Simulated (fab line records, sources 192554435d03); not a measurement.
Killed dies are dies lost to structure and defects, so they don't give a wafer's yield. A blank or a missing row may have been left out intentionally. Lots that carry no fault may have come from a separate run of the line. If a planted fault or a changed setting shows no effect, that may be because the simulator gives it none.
Which tool was responsible? | flow n5 finfet | 10 lots, 30 wafers sampled, at 1 step of a route of 1938

WHAT EACH GAUGE READ, for each wafer
N5_PMOS_HMC_CHANNEL_EPI_OVL_MEAS_10.
lot  | measured    | on         | PMOS_HMC_BLK_OVL (nm)
L264 | day 1 17:16 | overlay-02 | -0.6 -0.9 0.8
L268 | day 2 17:13 | overlay-01 | 0.7 -0.3 0.4
L271 | day 3 10:59 | overlay-02 | -0.9 -0.4 -0.4
L272 | day 3 17:02 | overlay-02 | 0.9 0.7 1.6
L273 | day 3 23:29 | overlay-01 | 0.1 -0.7 -0.4
L282 | day 6 05:51 | overlay-01 | 0.4 -0.4 0.3
L284 | day 6 17:51 | overlay-02 | 0.1 0.1 -0.1
L285 | day 6 23:02 | overlay-01 | -1.3 -0.8 -0.5
L286 | day 7 05:23 | overlay-02 | 0.5 0.7 -0.6
L287 | day 7 11:10 | overlay-02 | 0.5 1.5 0.9

WHAT TOOL EACH LOT RAN ON (gives the tool, then ch and the chambers of the sampled wafers, and finally the start)
There is no process step in the record ahead of these readings.

THE ANSWER, worked out from the rows above alone
Rule: the lots themselves supply what counts as usual. Put in order of their means at a reading, lots are off if they are a third of the lots or fewer, leave a main group of 4 or more, and stand apart from it by a gap of 3 or more times the standard deviation of the main group's means; of several such gaps the widest counts. The tables above print the reading to a certain number of digits; a main group whose means all agree to those digits is not used. Also off: a lot with no number at a reading for which 4 or more lots have one. All remaining lots with rows at the step are treated as sound.
No lot is off at any reading shown: from this, nothing can be told.

WHAT WAS PUT IN BY THE SIMULATOR
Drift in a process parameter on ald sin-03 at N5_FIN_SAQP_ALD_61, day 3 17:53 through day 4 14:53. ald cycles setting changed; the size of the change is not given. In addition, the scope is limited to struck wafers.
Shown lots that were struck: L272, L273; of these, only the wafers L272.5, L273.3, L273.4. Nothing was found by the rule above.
